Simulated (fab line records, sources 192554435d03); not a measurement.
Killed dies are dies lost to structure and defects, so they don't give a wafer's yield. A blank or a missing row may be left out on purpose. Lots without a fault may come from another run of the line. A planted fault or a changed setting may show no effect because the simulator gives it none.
fab line records | flow n5_finfet | part 1 of 2: steps 1 to 22 of 34
record lots=5 wafers=15 last_day=18
route steps=1938 shown PMOS_HMC_CHANNEL_EPI@73 FIN_SAQP@90
lots that met no fault: from a run of the same line without faults
start_h: hours from the record's first day to the start of the lot's first wafer shown | wait_h: hours since the lot's step before | " the same as in the row above | L1.1+2: a row that stands for several wafers | - no value, or no start given | * or withheld: withheld | < > ~ a bound
route shown NAME@n: a module of which the file shows steps, and the number in the route of the first | usual: mean/standard deviation of fault-free wafers | same: alike in all rows | chamber/n: place in a boat | sites: the reading at each site | _std_site: their standard deviation | _edge_site: outer sites' mean less inner sites' | radius_mm: how far each site lies from the wafer's centre | mask NAME#n: copy n | behind: the tool/chamber that last shaped the wafer | hold: why the lot was held/for how many hours/how that ended | device: the transistor (n, p or np) that didn't switch | end of line: the same wafers' tests at the end of the route | a step without rows: its recipe alone | killed: dies lost to structure and defects at the first sort, not the wafer's yield | map: a wafer's dies, x killed, . not, _ none there
set.NAME: the setting as run; set.NAME@STEP: as run at that earlier step | model.NAME: the simulator's own value behind a step, which no gauge read
lots at some steps of the route; a table a step, a row a wafer
services: from which hour (start_h, from the record's first day; less than 0 if before it) a tool's chamber was out of use, for how many hours, and why
## steps
# step N5_PMOS_HMC_CHANNEL_EPI_ETCH_38
# recipe chemistry=CF4 target=SiO2 target_depth_a=15 ion_energy_ev=350 pressure_mtorr=10 icp_w=800 bias_w=400 cf4_flow_sccm=80
# usual bias_w=400.0/1.2 drypump_motor_current_A=5.75/0.26 oes_product_au=1.005/0.019 throttle_valve_pct=21.84/0.24
# columns lot.wafer tool chamber start_h wait_h bias_w drypump_motor_current_A oes_product_au rf_hours_counter_h throttle_valve_pct
L077.2 rie_si-02 0 35.90 0.0 400.8 5.82 0.972 2 21.48
L077.5 " 2 " " 399.8 5.85 0.989 - 22.13
L077.6 " 0 " " 400.2 5.82 0.971 - 21.48
L082.1 rie_si-01 2 66.52 0.0 400.7 5.43 0.992 69 22.16
L082.2 " 0 " " 401.0 5.57 1.023 18 21.68
L082.3 " 1 " " 398.6 5.63 1.007 5 21.94
L087.1 rie_si-03 0 95.78 0.0 397.9 5.39 0.984 139 21.91
L087.2 " 2 " " 399.5 5.82 1.022 56 21.53
L087.5 " 2 " " 400.5 5.82 1.014 - 21.54
L090.2 rie_si-02 2 114.12 0.0 398.6 5.87 0.988 33 22.15
L090.4 " 1 " " 399.6 5.85 1.010 100 22.23
L090.5 " 2 " " 398.7 5.88 0.989 - 22.13
L097.3 rie_si-03 3 155.99 0.0 402.7 6.06 1.034 135 21.87
L097.4 " 1 " " 402.0 5.62 1.025 129 21.67
L097.6 " 2 " " 399.5 5.80 1.009 - 21.54
# step N5_PMOS_HMC_CHANNEL_EPI_FIN_RECESS_16
# recipe chemistry=HBr/Cl2 target=Si mask_material=SiO2 target_depth_a=540 time_s=18 pressure_mtorr=10 icp_w=800 bias_w=75 HBr_flow_sccm=150 Cl2_flow_sccm=80
# usual bias_w=75.00/0.23 drypump_motor_current_A=5.76/0.26 oes_product_au=1.004/0.019 throttle_valve_pct=35.57/0.26
# columns lot.wafer tool chamber start_h wait_h bias_w drypump_motor_current_A oes_product_au rf_hours_counter_h throttle_valve_pct
L077.2 rie_si-02 0 35.92 0.0 74.97 5.83 0.965 2 35.17
L077.5 " 2 " " 74.93 5.84 0.970 - 36.00
L077.6 " 0 " " 75.20 5.82 0.966 - 35.17
L082.1 rie_si-01 2 66.54 0.0 75.09 5.43 1.008 69 35.83
L082.2 " 0 " " 74.92 5.54 1.014 18 35.49
L082.3 " 1 " " 74.86 5.65 1.014 5 35.54
L087.1 rie_si-03 0 95.80 0.0 74.87 5.39 0.976 139 35.57
L087.2 " 2 " " 75.05 5.82 1.011 56 35.35
L087.5 " 2 " " 75.10 5.83 1.013 - 35.36
L090.2 rie_si-02 2 114.14 0.0 74.81 5.88 0.983 33 36.00
L090.4 " 1 " " 74.76 5.83 1.011 100 36.01
L090.5 " 2 " " 74.70 5.89 0.979 - 35.99
L097.3 rie_si-03 3 156.01 0.0 75.46 6.08 1.020 135 35.59
L097.4 " 1 " " 74.87 5.62 1.029 129 35.16
L097.6 " 2 " " 75.15 5.81 1.005 - 35.37
# step N5_PMOS_HMC_CHANNEL_EPI_PRECLEAN_36
# recipe chemistry=O3/DIW time_s=45 temp_c=22 o3_ppm=10
# usual temp_c=21.99/0.12
# columns lot.wafer tool chamber start_h wait_h temp_c
L077.2 wet_bench-04 2 36.03 0.1 21.73
L077.5 " 5 " " 21.96
L077.6 " 1 " " 21.87
L082.1 wet_bench-06 4 66.64 0.1 21.96
L082.2 " 0 " " 21.81
L082.3 " 7 " " 22.13
L087.1 wet_bench-03 4 95.90 0.1 22.13
L087.2 " 6 " " 21.93
L087.5 " 0 " " 22.22
L090.2 wet_bench-03 0 114.24 0.1 22.11
L090.4 " 4 " " 21.75
L090.5 " 2 " " 21.98
L097.3 wet_bench-06 1 156.11 0.1 21.91
L097.4 " 2 " " 22.02
L097.6 " 0 " " 21.94
# step N5_PMOS_HMC_CHANNEL_EPI_PRECLEAN_18
# recipe chemistry=DHF time_s=30 temp_c=25 dilution=withheld
# usual temp_c=25.00/0.12
# columns lot.wafer tool chamber start_h wait_h temp_c
L077.2 wet_bench-04 2 36.04 0.0 24.83
L077.5 " 5 " " 25.11
L077.6 " 1 " " 25.02
L082.1 wet_bench-06 4 66.65 0.0 25.02
L082.2 " 0 " " 25.17
L082.3 " 7 " " 24.90
L087.1 wet_bench-03 4 95.91 0.0 25.16
L087.2 " 6 " " 25.05
L087.5 " 0 " " 25.04
L090.2 wet_bench-03 0 114.25 0.0 25.03
L090.4 " 4 " " 24.86
L090.5 " 2 " " 24.97
L097.3 wet_bench-06 1 156.14 0.0 24.90
L097.4 " 2 " " 25.10
L097.6 " 0 " " 24.91
# step N5_PMOS_HMC_CHANNEL_EPI_SRD_19
# recipe dry=ipa_marangoni do_ppb=5 time_s=30 temp_c=23 rinse_liquid=diw
# usual do_ppb=5.00/0.051 temp_c=23.01/0.1
# columns lot.wafer tool chamber start_h wait_h do_ppb temp_c
L077.2 wet_bench-04 2 36.05 0.0 5.03 22.99
L077.5 " 5 " " 5.07 23.10
L077.6 " 1 " " 5.07 23.09
L082.1 wet_bench-06 4 66.66 0.0 5.13 23.22
L082.2 " 0 " " 4.93 22.93
L082.3 " 7 " " 4.99 23.02
L087.1 wet_bench-03 4 95.92 0.0 4.98 22.94
L087.2 " 6 " " 5.04 23.33
L087.5 " 0 " " 5.01 22.95
L090.2 wet_bench-03 0 114.26 0.0 4.96 23.00
L090.4 " 4 " " 5.01 23.07
L090.5 " 2 " " 4.95 22.98
L097.3 wet_bench-06 1 156.16 0.0 5.08 22.97
L097.4 " 2 " " 5.06 22.89
L097.6 " 0 " " 4.96 22.97
# step N5_PMOS_HMC_CHANNEL_EPI_EPI_20
# recipe material=SiGe30 mask_material=SiO2 pressure_torr=20 target_thk_a=590 temp_c=600
# columns lot.wafer tool chamber start_h wait_h
L077.2+5+6 epi_rpcvd-02 0 36.30 0.2
L082.1+2+3 epi_rpcvd-04 0 66.71 0.0
L087.1+2+5 epi_rpcvd-01 0 95.97 0.0
L090.2+4+5 epi_rpcvd-01 0 114.58 0.3
L097.3+4+6 epi_rpcvd-01 0 156.63 0.4
# step N5_PMOS_HMC_CHANNEL_EPI_HM_STRIP_35
# recipe chemistry=dHF temp_c=25 material=SiO2 target=SiO2 target_depth_a=396 time_s=216
# usual temp_c=24.99/0.12
# columns lot.wafer tool chamber start_h wait_h temp_c
L077.2 wet_bench-06 2 37.33 0.8 25.04
L077.5 " 0 " " 24.94
L077.6 " 1 " " 25.09
L082.1 wet_bench-06 7 68.34 1.4 24.91
L082.2 " 6 " " 25.12
L082.3 " 4 " " 24.92
L087.1 wet_bench-06 2 98.14 1.8 24.88
L087.2 " 6 " " 24.97
L087.5 " 3 " " 24.98
L090.2 wet_bench-06 1 115.94 1.1 25.00
L090.4 " 6 " " 24.83
L090.5 " 0 " " 24.98
L097.3 wet_bench-03 2 157.46 0.6 24.92
L097.4 " 0 " " 25.12
L097.6 " 5 " " 25.05
# step N5_PMOS_HMC_CHANNEL_EPI_SRD_39
# recipe dry=ipa_marangoni time_s=30 temp_c=23 rinse_liquid=diw
# usual temp_c=23.00/0.1
# columns lot.wafer tool chamber start_h wait_h temp_c
L077.2 wet_bench-06 2 37.40 0.0 22.88
L077.5 " 0 " " 22.98
L077.6 " 1 " " 22.78
L082.1 wet_bench-06 7 68.41 0.0 23.20
L082.2 " 6 " " 22.81
L082.3 " 4 " " 23.02
L087.1 wet_bench-06 2 98.20 0.0 23.17
L087.2 " 6 " " 22.96
L087.5 " 3 " " 23.07
L090.2 wet_bench-06 1 116.07 0.0 22.84
L090.4 " 6 " " 23.00
L090.5 " 0 " " 22.86
L097.3 wet_bench-03 2 157.52 0.0 22.95
L097.4 " 0 " " 23.00
L097.6 " 5 " " 23.07
# step N5_PMOS_HMC_CHANNEL_EPI_CMP_21
# recipe material=SiGe30 post_cmp_clean=alkaline_brush target_thk_nm=54
# usual motor_current_A=12.4/0.83 slurry_filter_dp_kPa=13.47/0.14
# columns lot.wafer tool chamber start_h wait_h motor_current_A slurry_filter_dp_kPa
L077.2 cmp-04 3 37.55 0.1 12.8 13.23
L077.6 " 0 " " 12.4 13.46
L077.5 " 1 " " 12.7 13.62
L082.1 cmp-02 0 68.45 0.0 11.1 13.64
L082.3 " 2 " " 12.6 13.51
L082.2 " 3 " " 12.3 13.58
L087.2 cmp-02 3 98.28 0.1 11.6 13.50
L087.1 " 0 " " 10.4 13.50
L087.5 " 3 " " 11.1 12.93
L090.2 cmp-02 1 116.16 0.1 12.0 13.49
L090.4 " 2 " " 12.7 13.29
L090.5 " 0 " " 9.9 13.51
L097.3 cmp-04 3 157.60 0.1 12.7 13.62
L097.4 " 0 " " 12.3 13.47
L097.6 " 3 " " 12.2 13.52
# step N5_PMOS_HMC_CHANNEL_EPI_THK_MEAS_22
# recipe reads=SiGe30_of_PMOS_HMC_CHANNEL_EPI_EPI_20
# usual HMC_CMP_THK=53.7/0.56
# columns lot.wafer tool chamber start_h wait_h HMC_CMP_THK[nm]
L077.2 film_metro-01 - 37.73 - 52.9
L077.5 " - " " 53.1
L077.6 " - " " 53.1
L082.1 film_metro-01 - 68.75 - 53.5
L082.2 " - " " 53.4
L082.3 " - " " 53.9
L087.1 film_metro-02 - 98.54 - 53.7
L087.2 " - " " 54.4
L087.5 " - " " 54.2
L090.2 film_metro-01 - 116.42 - 54.0
L090.4 " - " " 53.1
L090.5 " - " " 53.7
L097.3 film_metro-01 - 157.86 - 54.3
L097.4 " - " " 54.6
L097.6 " - " " 54.1
# step N5_PMOS_HMC_CHANNEL_EPI_PRECLEAN_40
# recipe chemistry=DHF time_s=30 temp_c=25 dilution=withheld
# usual temp_c=25.01/0.11
# columns lot.wafer tool chamber start_h wait_h temp_c
L077.2 wet_bench-03 5 37.76 0.0 24.90
L077.5 " 7 " " 25.03
L077.6 " 2 " " 25.05
L082.1 wet_bench-03 4 68.77 0.0 25.13
L082.2 " 1 " " 25.06
L082.3 " 0 " " 24.99
L087.1 wet_bench-03 2 98.56 0.0 25.29
L087.2 " 5 " " 24.89
L087.5 " 4 " " 25.21
L090.2 wet_bench-04 2 116.45 0.0 25.03
L090.4 " 4 " " 24.99
L090.5 " 5 " " 24.90
L097.3 wet_bench-06 6 157.88 0.0 24.99
L097.4 " 0 " " 24.98
L097.6 " 7 " " 24.91
# step N5_PMOS_HMC_CHANNEL_EPI_PRECLEAN_37
# recipe chemistry=O3/DIW time_s=45 temp_c=22 o3_ppm=10
# usual temp_c=22.00/0.1
# columns lot.wafer tool chamber start_h wait_h temp_c
L077.2 wet_bench-03 5 37.77 0.0 22.02
L077.5 " 7 " " 21.98
L077.6 " 2 " " 21.90
L082.1 wet_bench-03 4 68.79 0.0 21.92
L082.2 " 1 " " 21.94
L082.3 " 0 " " 21.93
L087.1 wet_bench-03 2 98.58 0.0 22.16
L087.2 " 5 " " 22.07
L087.5 " 4 " " 22.05
L090.2 wet_bench-04 2 116.46 0.0 22.14
L090.4 " 4 " " 22.03
L090.5 " 5 " " 22.02
L097.3 wet_bench-06 6 157.90 0.0 22.02
L097.4 " 0 " " 22.02
L097.6 " 7 " " 21.87
# step N5_PMOS_HMC_CHANNEL_EPI_PRECLEAN_24
# recipe chemistry=DHF time_s=30 temp_c=25 dilution=withheld
# usual temp_c=24.98/0.12
# columns lot.wafer tool chamber start_h wait_h temp_c
L077.2 wet_bench-03 5 37.78 0.0 24.92
L077.5 " 7 " " 25.02
L077.6 " 2 " " 24.93
L082.1 wet_bench-03 4 68.80 0.0 24.76
L082.2 " 1 " " 24.87
L082.3 " 0 " " 24.68
L087.1 wet_bench-03 2 98.59 0.0 24.86
L087.2 " 5 " " 24.97
L087.5 " 4 " " 25.05
L090.2 wet_bench-04 2 116.47 0.0 25.11
L090.4 " 4 " " 24.80
L090.5 " 5 " " 24.90
L097.3 wet_bench-06 6 157.93 0.0 24.90
L097.4 " 0 " " 25.01
L097.6 " 7 " " 24.90
# step N5_PMOS_HMC_CHANNEL_EPI_SRD_25
# recipe dry=ipa_marangoni do_ppb=5 time_s=30 temp_c=23 rinse_liquid=diw
# usual do_ppb=5.00/0.053 temp_c=23.01/0.11
# columns lot.wafer tool chamber start_h wait_h do_ppb temp_c
L077.2 wet_bench-03 5 37.79 0.0 5.11 23.11
L077.5 " 7 " " 4.93 23.10
L077.6 " 2 " " 5.07 23.05
L082.1 wet_bench-03 4 68.81 0.0 4.97 22.68
L082.2 " 1 " " 4.97 22.95
L082.3 " 0 " " 4.93 22.80
L087.1 wet_bench-03 2 98.60 0.0 4.99 23.00
L087.2 " 5 " " 4.94 23.05
L087.5 " 4 " " 5.02 22.90
L090.2 wet_bench-04 2 116.48 0.0 4.97 23.12
L090.4 " 4 " " 5.06 22.94
L090.5 " 5 " " 4.90 23.16
L097.3 wet_bench-06 6 157.95 0.0 5.06 22.95
L097.4 " 0 " " 5.04 22.98
L097.6 " 7 " " 4.92 23.10
# step N5_PMOS_HMC_CHANNEL_EPI_EPI_26
# recipe material=Si target_thk_a=38 temp_c=650 precursor=SiH4/H2 pressure_torr=20 time_s=22.7
# usual throttle_valve_pct=11.2/0.31
# columns lot.wafer tool chamber start_h wait_h throttle_valve_pct
L077.2 epi_rpcvd-01 0 37.91 0.1 11.4
L077.5 " 0 " " 11.2
L077.6 " 0 " " 11.4
L082.1 epi_rpcvd-02 0 68.86 0.0 10.9
L082.2 " 0 " " 10.6
L082.3 " 0 " " 10.7
L087.1 epi_rpcvd-04 0 98.65 0.0 11.4
L087.2 " 0 " " 11.7
L087.5 " 0 " " 11.3
L090.2 epi_rpcvd-02 0 116.58 0.1 10.6
L090.4 " 0 " " 10.8
L090.5 " 0 " " 10.6
L097.3 epi_rpcvd-04 0 158.11 0.1 11.5
L097.4 " 0 " " 11.5
L097.6 " 0 " " 11.7
# step N5_PMOS_HMC_CHANNEL_EPI_INSPECT_30
# recipe inspect_instrument=darkfield mode=post_epi
# usual raw_defect_count=20/6.8
# columns lot.wafer tool chamber start_h wait_h raw_defect_count
L077.2 defect_inspect-02 - 38.31 0.0 29
L077.5 " - " " 13
L077.6 " - " " 23
L082.1 defect_inspect-01 - 69.23 0.0 26
L082.2 " - " " 12
L082.3 " - " " 36
L087.1 defect_inspect-02 - 99.12 0.0 24
L087.2 " - " " 10
L087.5 " - " " 23
L090.2 defect_inspect-01 - 116.90 0.0 41
L090.4 " - " " 18
L090.5 " - " " 36
L097.3 defect_inspect-02 - 158.40 0.0 19
L097.4 " - " " 17
L097.6 " - " " 19
# step N5_FIN_SAQP_PRECLEAN_42
# recipe chemistry=O3/DIW time_s=60 temp_c=22 o3_ppm=10
# usual temp_c=22.01/0.1
# columns lot.wafer tool chamber start_h wait_h temp_c
L077.2 wet_bench-01 6 38.34 0.0 21.98
L077.5 " 3 " " 22.18
L077.6 " 5 " " 22.14
L082.1 wet_bench-05 2 69.26 0.0 22.16
L082.2 " 4 " " 22.19
L082.3 " 0 " " 21.84
L087.1 wet_bench-01 4 99.14 0.0 21.94
L087.2 " 3 " " 21.96
L087.5 " 2 " " 21.94
L090.2 wet_bench-01 7 116.93 0.0 22.35
L090.4 " 6 " " 21.93
L090.5 " 4 " " 22.00
L097.3 wet_bench-05 5 158.43 0.0 21.83
L097.4 " 1 " " 22.09
L097.6 " 4 " " 21.99
# step N5_FIN_SAQP_PRECLEAN_00
# recipe chemistry=SC1 time_s=60 temp_c=55 mix=1:2:50
# usual temp_c=55.01/0.11
# columns lot.wafer tool chamber start_h wait_h temp_c
L077.2 wet_bench-01 6 38.36 0.0 55.08
L077.5 " 3 " " 55.09
L077.6 " 5 " " 55.17
L082.1 wet_bench-05 2 69.28 0.0 55.08
L082.2 " 4 " " 54.91
L082.3 " 0 " " 55.06
L087.1 wet_bench-01 4 99.17 0.0 54.99
L087.2 " 3 " " 54.99
L087.5 " 2 " " 55.08
L090.2 wet_bench-01 7 116.96 0.0 54.79
L090.4 " 6 " " 54.96
L090.5 " 4 " " 55.00
L097.3 wet_bench-05 5 158.45 0.0 54.82
L097.4 " 1 " " 54.96
L097.6 " 4 " " 54.88
# step N5_FIN_SAQP_PRECLEAN_44
# recipe chemistry=SC2 time_s=45 temp_c=35 mix=1:1:50
# usual temp_c=34.99/0.1
# columns lot.wafer tool chamber start_h wait_h temp_c
L077.2 wet_bench-01 6 38.37 0.0 35.11
L077.5 " 3 " " 35.11
L077.6 " 5 " " 35.04
L082.1 wet_bench-05 2 69.30 0.0 34.77
L082.2 " 4 " " 35.02
L082.3 " 0 " " 34.79
L087.1 wet_bench-01 4 99.18 0.0 35.11
L087.2 " 3 " " 34.98
L087.5 " 2 " " 34.88
L090.2 wet_bench-01 7 117.00 0.0 34.83
L090.4 " 6 " " 34.93
L090.5 " 4 " " 34.89
L097.3 wet_bench-05 5 158.46 0.0 35.02
L097.4 " 1 " " 35.08
L097.6 " 4 " " 34.89
# step N5_FIN_SAQP_SRD_01
# recipe dry=ipa_marangoni time_s=30 temp_c=23 rinse_liquid=diw
# usual temp_c=23.01/0.11
# columns lot.wafer tool chamber start_h wait_h temp_c
L077.2 wet_bench-01 6 38.39 0.0 23.10
L077.5 " 3 " " 22.86
L077.6 " 5 " " 22.95
L082.1 wet_bench-05 2 69.31 0.0 22.93
L082.2 " 4 " " 23.28
L082.3 " 0 " " 23.07
L087.1 wet_bench-01 4 99.20 0.0 23.26
L087.2 " 3 " " 23.01
L087.5 " 2 " " 23.14
L090.2 wet_bench-01 7 117.02 0.0 22.94
L090.4 " 6 " " 23.05
L090.5 " 4 " " 22.96
L097.3 wet_bench-05 5 158.48 0.0 22.90
L097.4 " 1 " " 23.18
L097.6 " 4 " " 23.00
# step N5_FIN_SAQP_ALD_61
# recipe material=SiO2 target_thk_a=40 temp_c=300 ald_precursor_family=BDEAS ald_co_reactant=O2-plasma pulse_time_s=1 purge_time_s=2 co_reactant_purge_time_s=2 ald_cycles=43 pressure_torr=2
# usual heater_power_w=519/35 precursor_pulse_height_rel=0.998/0.02
# columns lot.wafer tool chamber start_h wait_h heater_power_w precursor_pulse_height_rel
L077.2 ald_sin-03 3 38.43 0.0 479 1.018
L077.5 " 3 " " 486 0.969
L077.6 " 2 " " 498 0.986
L082.1 ald_sin-04 3 70.06 0.7 546 0.984
L082.2 " 0 " " 575 1.002
L082.3 " 2 " " 528 1.010
L087.1 ald_sin-04 1 100.08 0.9 533 0.994
L087.2 " 0 " " 552 1.002
L087.5 " 0 " " 551 0.998
L090.2 ald_sin-03 1 117.24 0.2 465 1.020
L090.4 " 0 " " 442 0.981
L090.5 " 1 " " 457 0.992
L097.3 ald_sin-02 0 158.52 0.0 531 0.967
L097.4 " 1 " " 524 1.017
L097.6 " 0 " " 537 0.992
# step N5_FIN_SAQP_DENSIFY_62
# recipe temp_c=700 time_s=60 ambient=N2 idle_temp_c=600 ramp_up_c_per_s=150 ramp_down_c_per_s=60 cool_to_c=600
# usual lamp_power_pct=9.85/0.053 lamp_zone_1_pct=9.845/0.0092 lamp_zone_3_pct=9.847/0.011 wafer_temp_C_max=703.3/0.62
# columns lot.wafer tool chamber start_h wait_h lamp_power_pct lamp_zone_1_pct lamp_zone_3_pct wafer_temp_C_max
L077.2 rtp_anneal-02 0 38.70 0.2 9.80 9.841 9.876 702.9
L077.5 " 0 " " 9.92 9.849 9.846 703.4
L077.6 " 0 " " 9.81 9.823 9.840 703.4
L082.1 rtp_anneal-01 0 70.26 0.1 9.87 9.839 9.863 703.0
L082.2 " 0 " " 9.77 9.838 9.845 703.8
L082.3 " 0 " " 9.91 9.844 9.852 702.7
L087.1 rtp_anneal-02 0 100.37 0.2 9.86 9.844 9.855 702.5
L087.2 " 0 " " 9.88 9.850 9.853 703.2
L087.5 " 0 " " 9.88 9.839 9.845 702.2
L090.2 rtp_anneal-02 0 117.47 0.1 9.97 9.850 9.849 703.1
L090.4 " 0 " " 9.78 9.848 9.851 703.1
L090.5 " 0 " " 9.81 9.858 9.835 703.6
L097.3 rtp_anneal-01 0 158.79 0.2 9.84 9.847 9.857 703.3
L097.4 " 0 " " 9.78 9.847 9.853 702.6
L097.6 " 0 " " 9.91 9.859 9.834 703.4
